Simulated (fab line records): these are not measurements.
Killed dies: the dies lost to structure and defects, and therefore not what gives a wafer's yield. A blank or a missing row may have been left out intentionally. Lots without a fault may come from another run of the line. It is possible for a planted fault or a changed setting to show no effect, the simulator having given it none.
fab line records + flow nand_harc
record:
- lots: 6
- wafers: 18
- last_day: 23
route steps=1159 shown P_M2@349 P_BONDPAD@351 END@1159
lots that met no fault: from a run of the same line without faults
start_h: the number of hours between the record's first day and the start of the first shown wafer of the lot + wait_h: hours since the lot's step before + " same as the row above + L1.1+2: a single row standing in for several wafers + - no value present, or no start provided + * or withheld: withheld + < > ~ a bound
route shown NAME@n: a module of which the file shows steps, and the number in the route of the first + usual: mean and standard deviation over wafers with no fault + same: alike in all rows + chamber/n: place in a boat + sites: readings site by site + _std_site: how widely they spread, as a standard deviation + _edge_site: outer sites' mean less inner sites' + radius_mm: for every site, how far away it sits from the centre of the wafer + mask NAME#n: copy n + behind: the tool/chamber that last shaped the wafer + hold: the reason the lot was held/the length of the hold in hours/how it ended + device: the transistor (n, p or np) that didn't switch + end of line: the same wafers' tests at the end of the route + where a step has no rows: the recipe by itself + killed: count of dies lost to structure and defects at first sort (not the wafer's yield) + map: the dies of a wafer, with x for killed, . for not killed, _ for no die there
set.NAME: the run value of the setting; set.NAME@STEP: its run value at that earlier step + model.NAME: the simulator's own value behind a step, which no gauge read
a table for each step, a row for each wafer; lots at some steps of the route
services: a tool's chamber out of use, with start hour (start_h, from the record's first day; less than 0 if before it), hours out, and reason
== steps ==
step: NHARC_P_M2_PRE_CLEAN_32
recipe:
- time_s: 12
- temp_c: 370
- rf_power_w: 300
- gas: NH3
usual:
- heater_power_w: 616/76
| lot.wafer | tool     | chamber | start_h | wait_h | heater_power_w | since_wet_clean_h |
|-----------|----------|---------|---------|--------|----------------|-------------------|
| L179.1    | pecvd-03 | 2       | 203.88  | 0.1    | 679            | 80                |
| L179.3    | "        | 0       | "       | "      | 695            | 80                |
| L179.5    | "        | 2       | "       | "      | 685            | -                 |
| L180.3    | pecvd-03 | 0       | 217.00  | 0.1    | 679            | 93                |
| L180.1    | "        | 1       | "       | "      | 673            | 93                |
| L180.4    | "        | 2       | "       | "      | 629            | -                 |
| L182.3    | pecvd-03 | 0       | 229.18  | 0.1    | 637            | -                 |
| L182.5    | "        | 1       | "       | "      | 586            | -                 |
| L182.6    | "        | 0       | "       | "      | 607            | -                 |
| L183.3    | pecvd-02 | 0       | 230.27  | 0.1    | 613            | 64                |
| L183.4    | "        | 0       | "       | "      | 621            | -                 |
| L183.5    | "        | 2       | "       | "      | 744            | -                 |
| L184.3    | pecvd-04 | 2       | 238.97  | 0.1    | 597            | 31                |
| L184.4    | "        | 1       | "       | "      | 489            | -                 |
| L184.6    | "        | 2       | "       | "      | 609            | -                 |
| L187.3    | pecvd-03 | 0       | 249.62  | 0.1    | 627            | 126               |
| L187.2    | "        | 1       | "       | "      | 734            | 126               |
| L187.4    | "        | 2       | "       | "      | 593            | -                 |
step: NHARC_P_M2_DEP_33
recipe:
- target_thk_a: 300
- temp_c: 370
- target_thk_nm: 30
- pressure_torr: 3
- flow_sccm: 200
- rf_w: 450
- material: SiCN
usual:
- heater_power_w: 576/76
| lot.wafer | tool     | chamber | start_h | wait_h | heater_power_w | since_wet_clean_h |
|-----------|----------|---------|---------|--------|----------------|-------------------|
| L179.1    | pecvd-03 | 2       | 203.95  | 0.1    | 541            | 80                |
| L179.3    | "        | 0       | "       | "      | 672            | 80                |
| L179.5    | "        | 2       | "       | "      | 557            | -                 |
| L180.3    | pecvd-03 | 0       | 217.07  | 0.1    | 567            | 93                |
| L180.1    | "        | 1       | "       | "      | 560            | 93                |
| L180.4    | "        | 2       | "       | "      | 561            | -                 |
| L182.3    | pecvd-03 | 0       | 229.43  | 0.2    | 636            | -                 |
| L182.5    | "        | 1       | "       | "      | 629            | -                 |
| L182.6    | "        | 0       | "       | "      | 651            | -                 |
| L183.3    | pecvd-02 | 0       | 230.35  | 0.1    | 558            | 64                |
| L183.4    | "        | 0       | "       | "      | 557            | -                 |
| L183.5    | "        | 2       | "       | "      | 684            | -                 |
| L184.3    | pecvd-04 | 2       | 239.11  | 0.1    | 515            | 31                |
| L184.4    | "        | 1       | "       | "      | 413            | -                 |
| L184.6    | "        | 2       | "       | "      | 514            | -                 |
| L187.3    | pecvd-03 | 0       | 249.73  | 0.1    | 676            | 126               |
| L187.2    | "        | 1       | "       | "      | 609            | 126               |
| L187.4    | "        | 2       | "       | "      | 618            | -                 |
step: NHARC_P_BONDPAD_DEP_00
recipe:
- target_thk_a: 2500
- temp_c: 370
- target_thk_nm: 250
- pressure_torr: 3
- flow_sccm: 200
- rf_w: 450
- material: SiCN
usual:
- heater_power_w: 577/67
| lot.wafer | tool     | chamber | start_h | wait_h | heater_power_w | since_wet_clean_h |
|-----------|----------|---------|---------|--------|----------------|-------------------|
| L179.3    | pecvd-03 | 1       | -       | -      | 638            | 80                |
| L179.1    | "        | 2       | "       | "      | 564            | 80                |
| L179.5    | "        | 1       | "       | "      | 649            | -                 |
| L180.1    | pecvd-04 | 2       | 217.47  | -      | 559            | 9                 |
| L180.3    | "        | 0       | "       | "      | 452            | 9                 |
| L180.4    | "        | 2       | "       | "      | 557            | -                 |
| L182.3    | pecvd-04 | 0       | 229.88  | 0.4    | 449            | 22                |
| L182.6    | "        | 1       | "       | "      | 500            | -                 |
| L182.5    | "        | 0       | "       | "      | 469            | -                 |
| L183.3    | pecvd-02 | 2       | -       | -      | 724            | 65                |
| L183.4    | "        | 1       | "       | "      | 534            | -                 |
| L183.5    | "        | 0       | "       | "      | 583            | -                 |
| L184.3    | pecvd-03 | 1       | 239.49  | -      | 571            | 116               |
| L184.6    | "        | 0       | "       | "      | 579            | -                 |
| L184.4    | "        | 1       | "       | "      | 575            | -                 |
| L187.2    | pecvd-04 | 0       | 250.12  | -      | 487            | 42                |
| L187.3    | "        | 1       | "       | "      | 476            | 42                |
| L187.4    | "        | 1       | "       | "      | 486            | -                 |
step: NHARC_P_BONDPAD_CMP_32
recipe:
- target_thk_nm: 200
- material: SiCN
usual:
- motor_current_A: 12.0/1.3
| lot.wafer | tool   | chamber | start_h | wait_h | motor_current_A |
|-----------|--------|---------|---------|--------|-----------------|
| L179.1    | cmp-02 | 1       | 204.80  | -      | 11.4            |
| L179.3    | "      | 2       | "       | "      | 10.0            |
| L179.5    | "      | 0       | "       | "      | 12.8            |
| L180.3    | cmp-04 | 0       | 217.88  | -      | 15.5            |
| L180.1    | "      | 1       | "       | "      | 9.6             |
| L180.4    | "      | 2       | "       | "      | 12.9            |
| L182.3    | cmp-04 | 0       | 230.25  | -      | 14.2            |
| L182.5    | "      | 2       | "       | "      | 13.4            |
| L182.6    | "      | 3       | "       | "      | 12.2            |
| L183.3    | cmp-04 | 3       | 231.14  | -      | 12.5            |
| L183.4    | "      | 2       | "       | "      | 12.6            |
| L183.5    | "      | 3       | "       | "      | 12.3            |
| L184.4    | cmp-02 | 1       | 239.85  | -      | 11.3            |
| L184.3    | "      | 3       | "       | "      | 13.1            |
| L184.6    | "      | 2       | "       | "      | 10.8            |
| L187.2    | cmp-04 | 0       | 250.52  | -      | 14.9            |
| L187.3    | "      | 1       | "       | "      | 9.5             |
| L187.4    | "      | 3       | "       | "      | 11.9            |
step: NHARC_P_BONDPAD_THK_MEAS_33
recipe:
- thk_meas_gauge: ellipsometry
usual:
- thk_nm: 200.1/1.5
| lot.wafer | tool          | chamber | start_h | wait_h | thk_nm |
|-----------|---------------|---------|---------|--------|--------|
| L179.1    | film_metro-02 | -       | 205.00  | 0.2    | 199.2  |
| L179.3    | "             | -       | "       | "      | 200.5  |
| L179.5    | "             | -       | "       | "      | 198.9  |
| L180.1    | film_metro-02 | -       | 218.13  | 0.2    | 198.7  |
| L180.3    | "             | -       | "       | "      | 200.1  |
| L180.4    | "             | -       | "       | "      | 200.7  |
| L182.3    | film_metro-02 | -       | 230.45  | 0.2    | 198.3  |
| L182.5    | "             | -       | "       | "      | 200.3  |
| L182.6    | "             | -       | "       | "      | 199.4  |
| L183.3    | film_metro-01 | -       | 231.39  | 0.2    | 199.0  |
| L183.4    | "             | -       | "       | "      | 197.3  |
| L183.5    | "             | -       | "       | "      | 196.0  |
| L184.3    | film_metro-02 | -       | 240.10  | 0.2    | 199.4  |
| L184.4    | "             | -       | "       | "      | 201.1  |
| L184.6    | "             | -       | "       | "      | 202.9  |
| L187.2    | film_metro-01 | -       | 250.77  | 0.2    | 200.3  |
| L187.3    | "             | -       | "       | "      | 200.3  |
| L187.4    | "             | -       | "       | "      | 198.3  |
step: NHARC_P_BONDPAD_SRD_34
step: NHARC_P_BONDPAD_DEHYDRATE_01
recipe:
- temp_c: 150
- time_s: 120
step: NHARC_P_BONDPAD_HMDS_02
recipe:
- time_s: 30
step: NHARC_P_BONDPAD_COAT_36
recipe:
- temp_c: 200
- time_s: 65
step: NHARC_P_BONDPAD_COAT_03
recipe:
- spin_rpm: 2000
- resist_thk_nm: 600
step: NHARC_P_BONDPAD_SOFTBAKE_04
recipe:
- temp_c: 125
- time_s: 70
step: NHARC_P_BONDPAD_EBR_05
step: NHARC_P_BONDPAD_EXPOSE_06
recipe:
- na: 0.55
- dose_mj: 37.06
- mask_id: P_BPAD
usual:
- exposure_dose_mJ_cm2: 37.05/0.033
| lot.wafer | tool           | chamber | start_h | wait_h | mask     | exposure_dose_mJ_cm2 |
|-----------|----------------|---------|---------|--------|----------|----------------------|
| L179.1    | krf_scanner-03 | 0       | 205.43  | -      | P_BPAD#0 | 37.06                |
| L179.3    | "              | 0       | "       | "      | P_BPAD#0 | 37.02                |
| L179.5    | "              | 0       | "       | "      | P_BPAD#0 | 37.03                |
| L180.1    | krf_scanner-02 | 0       | 218.55  | -      | P_BPAD#0 | 37.09                |
| L180.3    | "              | 0       | "       | "      | P_BPAD#0 | 37.03                |
| L180.4    | "              | 0       | "       | "      | P_BPAD#0 | 37.09                |
| L182.3    | krf_scanner-03 | 0       | 230.87  | -      | P_BPAD#0 | 53.68                |
| L182.5    | "              | 0       | "       | "      | P_BPAD#0 | 53.64                |
| L182.6    | "              | 0       | "       | "      | P_BPAD#0 | 53.64                |
| L183.3    | krf_scanner-01 | 0       | 231.81  | -      | P_BPAD#0 | 37.08                |
| L183.4    | "              | 0       | "       | "      | P_BPAD#0 | 37.02                |
| L183.5    | "              | 0       | "       | "      | P_BPAD#0 | 37.06                |
| L184.3    | krf_scanner-02 | 0       | 240.40  | -      | P_BPAD#0 | 37.00                |
| L184.4    | "              | 0       | "       | "      | P_BPAD#0 | 37.08                |
| L184.6    | "              | 0       | "       | "      | P_BPAD#0 | 37.05                |
| L187.2    | krf_scanner-03 | 0       | 251.22  | -      | P_BPAD#0 | 50.30                |
| L187.3    | "              | 0       | "       | "      | P_BPAD#0 | 50.35                |
| L187.4    | "              | 0       | "       | "      | P_BPAD#0 | 50.35                |
step: NHARC_P_BONDPAD_PEB_07
recipe:
- peb_temp_c: 128
- peb_time_s: 80
step: NHARC_P_BONDPAD_DEVELOP_08
recipe:
- time_s: 50
- dev_temp_c: 22
step: NHARC_P_BONDPAD_CD_MEAS_09
recipe:
- target_cd_nm: 500
- landing_energy_ev: 500
usual:
- cd_nm: 499.5/1.2
| lot.wafer | tool      | chamber | start_h | wait_h | hold                     | cd_nm |
|-----------|-----------|---------|---------|--------|--------------------------|-------|
| L179.1    | cd_sem-03 | 0       | 205.58  | -      | -                        | 499.8 |
| L179.3    | "         | 0       | "       | "      | -                        | 499.1 |
| L179.5    | "         | 0       | "       | "      | -                        | 499.1 |
| L180.1    | cd_sem-03 | 0       | 218.70  | -      | -                        | 501.5 |
| L180.3    | "         | 0       | "       | "      | -                        | 501.2 |
| L180.4    | "         | 0       | "       | "      | -                        | 500.9 |
| L182.3    | cd_sem-02 | 0       | 231.03  | -      | await_dispo/0.2h/release | 511.1 |
| L182.5    | "         | 0       | "       | "      | await_dispo/0.2h/release | 510.5 |
| L182.6    | "         | 0       | "       | "      | await_dispo/0.2h/release | 511.7 |
| L182.3    | cd_sem-02 | 0       | -       | -      | -                        | 511.4 |
| L182.5    | "         | 0       | "       | "      | -                        | 510.8 |
| L182.6    | "         | 0       | "       | "      | -                        | 511.6 |
| L183.3    | cd_sem-03 | 0       | 231.95  | -      | -                        | 499.1 |
| L183.4    | "         | 0       | "       | "      | -                        | 498.8 |
| L183.5    | "         | 0       | "       | "      | -                        | 498.1 |
| L184.3    | cd_sem-01 | 0       | 240.55  | -      | -                        | 497.9 |
| L184.4    | "         | 0       | "       | "      | -                        | 499.0 |
| L184.6    | "         | 0       | "       | "      | -                        | 498.2 |
| L187.2    | cd_sem-01 | 0       | 251.37  | -      | await_dispo/0.2h/release | 510.7 |
| L187.3    | "         | 0       | "       | "      | await_dispo/0.2h/release | 510.1 |
| L187.4    | "         | 0       | "       | "      | await_dispo/0.2h/release | 512.2 |
| L187.2    | cd_sem-01 | 0       | -       | -      | -                        | 510.9 |
| L187.3    | "         | 0       | "       | "      | -                        | 510.2 |
| L187.4    | "         | 0       | "       | "      | -                        | 512.3 |
step: NHARC_P_BONDPAD_OVL_MEAS_38
usual:
- overlay_x_nm: 0/5.9
- overlay_y_nm: -2/4.8
| lot.wafer | tool       | chamber | start_h | wait_h | hold                     | overlay_x_nm | overlay_y_nm |
|-----------|------------|---------|---------|--------|--------------------------|--------------|--------------|
| L179.1    | overlay-02 | -       | 205.67  | -      | -                        | -3           | 1            |
| L179.3    | "          | -       | "       | "      | -                        | -4           | 1            |
| L179.5    | "          | -       | "       | "      | -                        | -4           | 1            |
| L180.1    | overlay-02 | -       | 218.79  | -      | -                        | 1            | 5            |
| L180.3    | "          | -       | "       | "      | -                        | 1            | 5            |
| L180.4    | "          | -       | "       | "      | -                        | 0            | 5            |
| L183.3    | overlay-01 | -       | 232.04  | -      | -                        | -7           | -6           |
| L183.4    | "          | -       | "       | "      | -                        | -7           | -6           |
| L183.5    | "          | -       | "       | "      | -                        | -7           | -6           |
| L182.3    | overlay-02 | -       | 233.76  | -      | await_dispo/2.5h/release | 3            | -2           |
| L182.5    | "          | -       | "       | "      | await_dispo/2.5h/release | 3            | -1           |
| L182.6    | "          | -       | "       | "      | await_dispo/2.5h/release | 4            | -2           |
| L184.3    | overlay-01 | -       | 240.65  | -      | -                        | -6           | -10          |
| L184.4    | "          | -       | "       | "      | -                        | -6           | -11          |
| L184.6    | "          | -       | "       | "      | -                        | -6           | -10          |
| L187.2    | overlay-01 | -       | 258.48  | -      | await_dispo/6.8h/release | 4            | -3           |
| L187.3    | "          | -       | "       | "      | await_dispo/6.8h/release | 4            | -3           |
| L187.4    | "          | -       | "       | "      | await_dispo/6.8h/release | 3            | -4           |
step: NHARC_END_SORT_01
recipe:
- temp_c: 25
usual:
- defect_limited_yield: 95.4/1.6
- killed_at_array: 27/11
- killed_at_other: 0.8/1.4
- killed_at_periphery: 3.3/2
- killed_dies: 31/11
- killed_open: 3.4/1.8
- killed_short: 2.1/1.3
- sort_bin_2_pct: 1.4/0.7
- sort_bin_3_pct: 0.24/0.21
- sort_bin_4_pct: 2.9/1
- sort_n_pass: 646/11
- sort_rim_yield_pct: 95.4/2.8
- sort_yield_pct: 95.4/1.6
same:
- gross_dies: 677
- sort_bin_5_pct[%]: 0
- sort_bin_6_pct[%]: 0
- sort_bin_7_pct[%]: 0
- sort_bin_8_pct[%]: 0
- sort_rim_n_gross: 106.00
| lot.wafer | tool      | chamber | start_h | wait_h | defect_limited_yield[%] | killed_at_array | killed_at_other | killed_at_periphery | killed_dies | killed_open | killed_short | sort_bin_2_pct[%] | sort_bin_3_pct[%] | sort_bin_4_pct[%] | sort_n_pass | sort_rim_yield_pct[%] | sort_yield_pct[%] |
|-----------|-----------|---------|---------|--------|-------------------------|-----------------|-----------------|---------------------|-------------|-------------|--------------|-------------------|-------------------|-------------------|-------------|-----------------------|-------------------|
| L179.1    | prober-02 | 0       | 512.39  | 2.5    | 91.9                    | 53              | 0               | 2                   | 55          | 6           | 3            | 1.9               | 0.44              | 5.8               | 622         | 93.4                  | 91.9              |
| L179.3    | prober-02 | 0       | 513.99  | 3.1    | 90.8                    | 52              | 1               | 9                   | 62          | 6           | 4            | 4.7               | 0.30              | 4.1               | 615         | 88.7                  | 90.8              |
| L179.5    | prober-02 | 0       | 515.59  | 3.7    | 93.9                    | 38              | 0               | 3                   | 41          | 7           | 3            | 1.5               | 0                 | 4.6               | 636         | 93.4                  | 93.9              |
| L180.1    | prober-02 | 0       | 520.19  | 2.5    | 97.3                    | 16              | 0               | 2                   | 18          | 3           | 1            | 0.7               | 0                 | 1.9               | 659         | 98.1                  | 97.3              |
| L180.3    | prober-02 | 0       | 521.81  | 3.1    | 96.5                    | 21              | 0               | 3                   | 24          | 5           | 5            | 0.7               | 0.15              | 2.7               | 653         | 98.1                  | 96.5              |
| L180.4    | prober-02 | 0       | 522.61  | 3.4    | 97.0                    | 19              | 0               | 1                   | 20          | 2           | 1            | 0.4               | 0.15              | 2.4               | 657         | 96.2                  | 97.0              |
| L182.3    | prober-02 | 0       | 539.90  | 3.1    | 94.1                    | 35              | 3               | 2                   | 40          | 2           | 2            | 2.4               | 0                 | 3.5               | 637         | 93.4                  | 94.1              |
| L182.5    | prober-02 | 0       | 541.52  | 3.7    | 93.9                    | 39              | 1               | 1                   | 41          | 4           | 0            | 2.4               | 0.44              | 3.2               | 636         | 89.6                  | 93.9              |
| L182.6    | prober-02 | 0       | 542.32  | 4.0    | 93.9                    | 36              | 4               | 1                   | 41          | 2           | 2            | 1.9               | 0.44              | 3.7               | 636         | 99.1                  | 93.9              |
| L183.3    | prober-01 | 0       | 539.95  | 3.1    | 96.8                    | 16              | 1               | 5                   | 22          | 3           | 3            | 0.9               | 0.15              | 2.2               | 655         | 95.3                  | 96.8              |
| L183.4    | prober-01 | 0       | 540.75  | 3.4    | 96.9                    | 15              | 0               | 6                   | 21          | 2           | 2            | 0.6               | 0.15              | 2.4               | 656         | 96.2                  | 96.9              |
| L183.5    | prober-01 | 0       | 541.54  | 3.7    | 95.1                    | 22              | 0               | 11                  | 33          | 3           | 1            | 1.6               | 0.44              | 2.8               | 644         | 93.4                  | 95.1              |
| L184.3    | prober-01 | 0       | 549.05  | 3.1    | 97.2                    | 16              | 0               | 3                   | 19          | 1           | 2            | 0.9               | 0.30              | 1.6               | 658         | 98.1                  | 97.2              |
| L184.4    | prober-01 | 0       | 549.86  | 3.4    | 97.5                    | 15              | 0               | 2                   | 17          | 2           | 3            | 1.2               | 0                 | 1.3               | 660         | 92.5                  | 97.5              |
| L184.6    | prober-01 | 0       | 551.47  | 4.0    | 97.3                    | 14              | 2               | 2                   | 18          | 0           | 0            | 0.7               | 0.15              | 1.8               | 659         | 99.1                  | 97.3              |
| L187.2    | prober-01 | 0       | 560.99  | 2.9    | 92.3                    | 45              | 0               | 7                   | 52          | 1           | 3            | 3.1               | 0.74              | 3.8               | 625         | 93.4                  | 92.3              |
| L187.3    | prober-01 | 0       | 561.78  | 3.1    | 93.9                    | 38              | 0               | 3                   | 41          | 2           | 1            | 2.1               | 1.03              | 3.0               | 636         | 94.3                  | 93.9              |
| L187.4    | prober-01 | 0       | 562.58  | 3.4    | 93.4                    | 37              | 1               | 7                   | 45          | 2           | 3            | 1.3               | 0.30              | 5.0               | 632         | 93.4                  | 93.4              |
killed by level:class
L179.1 A_CHANNEL_HOLE_D1:chamber_film_flake=16 A_SLIT:chamber_film_flake=9 A_SGD_CUT:chamber_film_flake=8 A_BONDPAD:chamber_film_flake=6 A_CONTACT:chamber_film_flake=5 A_CHANNEL_FILL_D1:geometric_particle:open=2 P_CONTACT:geometric_particle:open=1 A_CHANNEL_FILL_D1:geometric_particle:short=1
L179.3 A_CHANNEL_HOLE_D1:chamber_film_flake=19 A_SLIT:chamber_film_flake=10 A_SGD_CUT:chamber_film_flake=6 A_BONDPAD:chamber_film_flake=5 P_ZERO_WELL:chamber_film_flake=4 A_CONTACT:chamber_film_flake=4 P_M0:geometric_particle:open=2 A_WL_FILL:geometric_particle:short=2
L179.5 A_CHANNEL_HOLE_D1:chamber_film_flake=14 A_SLIT:chamber_film_flake=7 A_SGD_CUT:chamber_film_flake=5 A_CHANNEL_FILL_D1:geometric_particle:open=2 A_STAIRCASE:chamber_film_flake=2 P_CONTACT:geometric_particle:open=1 P_M0:geometric_particle:open=1 A_ONON_D1:geometric_particle:open=1
L180.1 A_CHANNEL_HOLE_D1:chamber_film_flake=5 A_CHANNEL_FILL_D1:chamber_film_flake=5 P_STI:geometric_particle:open=1 A_CHANNEL_FILL_D1:geometric_particle:open=1 A_WL_FILL:geometric_particle:short=1 A_CONTACT:geometric_particle:open=1 P_ZERO_WELL:chamber_film_flake=1 A_ZERO_WELL:chamber_film_flake=1
L180.3 A_CHANNEL_FILL_D1:chamber_film_flake=5 A_CHANNEL_HOLE_D1:chamber_film_flake=4 A_CONTACT:geometric_particle:open=3 A_CONTACT:chamber_film_flake=3 P_M0:geometric_particle:open=1 P_M0:geometric_particle:short=1 P_M2:geometric_particle:open=1 A_SOURCE_PLATE:geometric_particle:short=1
L180.4 A_CHANNEL_HOLE_D1:chamber_film_flake=5 A_CHANNEL_FILL_D1:chamber_film_flake=5 A_CONTACT:chamber_film_flake=3 A_ZERO_WELL:chamber_film_flake=2 P_GATE:geometric_particle:open=1 A_CHANNEL_FILL_D1:geometric_particle:open=1 A_WL_FILL:geometric_particle:short=1 A_STAIRCASE:chamber_film_flake=1
L182.3 A_CHANNEL_HOLE_D1:chamber_film_flake=15 A_SLIT:chamber_film_flake=10 A_CONTACT:chamber_film_flake=3 THIN_TSV:chamber_film_flake=3 A_STAIRCASE:chamber_film_flake=2 P_GATE:geometric_particle:open=1 A_ONON_D1:geometric_particle:open=1 A_CHANNEL_FILL_D1:geometric_particle:short=1
L183.3 A_CHANNEL_HOLE_D1:chamber_film_flake=6 P_ZERO_WELL:chamber_film_flake=3 A_STAIRCASE:chamber_film_flake=3 A_WL_FILL:chamber_film_flake=2 P_M1:geometric_particle:open=1 A_CHANNEL_HOLE_D1:geometric_particle:short=1 A_CHANNEL_FILL_D1:geometric_particle:open=1 A_CONTACT:geometric_particle:short=1
L183.4 A_CHANNEL_HOLE_D1:chamber_film_flake=6 P_ZERO_WELL:chamber_film_flake=4 A_ZERO_WELL:chamber_film_flake=2 A_STAIRCASE:chamber_film_flake=2 A_SOURCE_PLATE:geometric_particle:short=1 A_SGD_CUT:geometric_particle:open=1 A_SGD_CUT:geometric_particle:short=1 A_CONTACT:geometric_particle:open=1
L182.5 A_CHANNEL_HOLE_D1:chamber_film_flake=20 A_SLIT:chamber_film_flake=12 A_WL_FILL:geometric_particle:open=1 A_CONTACT:geometric_particle:open=1 A_M0:geometric_particle:open=1 A_M1:geometric_particle:open=1 P_GATE:chamber_film_flake=1 A_ZERO_WELL:chamber_film_flake=1
L183.5 A_CHANNEL_HOLE_D1:chamber_film_flake=8 A_CONTACT:chamber_film_flake=7 P_ZERO_WELL:chamber_film_flake=4 P_STI:chamber_film_flake=4 P_GATE:chamber_film_flake=2 A_WL_FILL:chamber_film_flake=2 P_M1:geometric_particle:open=1 A_ONON_D1:geometric_particle:open=1
L182.6 A_SLIT:chamber_film_flake=15 A_CHANNEL_HOLE_D1:chamber_film_flake=12 A_STAIRCASE:chamber_film_flake=5 THIN_TSV:chamber_film_flake=3 A_CHANNEL_HOLE_D1:geometric_particle:open=1 A_WL_FILL:geometric_particle:short=1 A_BLC:geometric_particle:open=1 STARTING-WAFER:geometric_particle:short=1
L184.3 A_CONTACT:chamber_film_flake=6 A_CHANNEL_HOLE_D1:chamber_film_flake=5 P_M0:geometric_particle:short=2 A_STAIRCASE:chamber_film_flake=2 P_CONTACT:geometric_particle:open=1 A_CHANNEL_FILL_D1:chamber_film_flake=1 A_SLIT:chamber_film_flake=1 A_M0:chamber_film_flake=1
L184.4 A_CHANNEL_HOLE_D1:chamber_film_flake=5 A_WL_FILL:chamber_film_flake=4 A_CHANNEL_HOLE_D1:geometric_particle:short=2 P_CONTACT:geometric_particle:open=1 A_WL_FILL:geometric_particle:short=1 A_M0:geometric_particle:open=1 P_GATE:chamber_film_flake=1 A_CHANNEL_FILL_D1:chamber_film_flake=1
L184.6 A_CONTACT:chamber_film_flake=7 A_CHANNEL_HOLE_D1:chamber_film_flake=4 P_GATE:chamber_film_flake=2 A_STAIRCASE:chamber_film_flake=2 THIN_TSV:chamber_film_flake=2 A_WL_FILL:chamber_film_flake=1
L187.2 A_CHANNEL_HOLE_D1:chamber_film_flake=22 A_SLIT:chamber_film_flake=11 P_BONDPAD:chamber_film_flake=3 A_STAIRCASE:chamber_film_flake=3 A_WL_FILL:chamber_film_flake=3 A_CONTACT:chamber_film_flake=3 A_ONON_D1:geometric_particle:short=2 P_M2:geometric_particle:open=1
L187.3 A_CHANNEL_HOLE_D1:chamber_film_flake=20 A_SLIT:chamber_film_flake=11 A_CONTACT:chamber_film_flake=3 P_GATE:geometric_particle:open=1 A_SOURCE_PLATE:geometric_particle:open=1 A_ONON_D1:geometric_particle:short=1 P_ZERO_WELL:chamber_film_flake=1 P_GATE:chamber_film_flake=1
L187.4 A_CHANNEL_HOLE_D1:chamber_film_flake=20 A_SLIT:chamber_film_flake=10 P_BONDPAD:chamber_film_flake=2 P_ZERO_WELL:chamber_film_flake=2 P_GATE:chamber_film_flake=2 A_STAIRCASE:chamber_film_flake=2 P_M0:geometric_particle:open=1 A_SOURCE_PLATE:geometric_particle:short=1
== services ==
| tool           | chamber | start_h | hours | kind                           |
|----------------|---------|---------|-------|--------------------------------|
| pecvd-03       | 0       | 183.31  | 11.8  | repair                         |
| pecvd-04       | -       | 195.13  | 13.0  | pm                             |
| pecvd-04       | 0       | 195.13  | 13.0  | vent_cycle                     |
| pecvd-04       | 1       | 195.13  | 13.0  | vent_cycle                     |
| pecvd-04       | 2       | 195.13  | 13.0  | vent_cycle                     |
| cmp-04         | -       | 197.43  | 1.3   | repair                         |
| krf_scanner-03 | -       | 201.92  | 2.1   | repair                         |
| cmp-04         | -       | 204.98  | 4.0   | pm                             |
| cmp-02         | -       | 206.34  | 1.3   | repair                         |
| pecvd-04       | 0       | 208.13  | -     | clean                          |
| pecvd-04       | 1       | 208.13  | -     | clean                          |
| pecvd-04       | 2       | 208.13  | -     | clean                          |
| cmp-04         | -       | 208.98  | -     | consumable_replace:conditioner |
| cmp-04         | -       | 208.98  | -     | consumable_replace:pad         |
| krf_scanner-02 | -       | 210.00  | 4.0   | pm                             |
| pecvd-04       | -       | 218.13  | 2.0   | repair                         |
| krf_scanner-02 | -       | 220.95  | 0.6   | repair                         |
| pecvd-03       | 2       | 223.25  | 12.0  | repair                         |
| cmp-02         | -       | 226.59  | 4.0   | pm                             |
| cmp-04         | -       | 227.00  | 1.6   | repair                         |
| krf_scanner-02 | -       | 232.90  | 1.9   | repair                         |
| cmp-04         | -       | 235.24  | 0.9   | repair                         |
| krf_scanner-01 | -       | 242.28  | 3.8   | repair                         |
| pecvd-02       | 2       | 250.50  | 6.7   | repair                         |
== key ==
first_sign:
- step: NHARC_P_BONDPAD_EXPOSE_06
- reading: exposure_dose_mJ_cm2
- direction: up
- sigmas: 99+
- usual: 37.05
- struck: 51.99
effect:
- step: NHARC_P_BONDPAD_CD_MEAS_09
- reading: visit
- direction: added
- through: control_loop
effect:
- step: NHARC_P_BONDPAD_CD_MEAS_09
- reading: cd_nm
- direction: up
- sigmas: 9.6
- usual: 499.5
- struck: 511.1
- through: control_loop
met_at NHARC_P_BONDPAD_EXPOSE_06
struck_wafers L182.3,L182.5,L182.6,L187.2,L187.3,L187.4
loop_trim:
- step: NHARC_P_BONDPAD_EXPOSE_06
- setting: dose
- lots: L187
onset_between 205.43 230.87
fault:
- kind: process_parameter_drift
- tool: krf_scanner-03
- chamber: -
- onset_h: 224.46
- steps: NHARC_P_BONDPAD_EXPOSE_06
- channel: dose_mj
- offset: 16.607
- shape: step
- acts_in: these_recipes_only
- stated: 37.06
loop_trim: a control loop set the setting to another value than it would have without faults
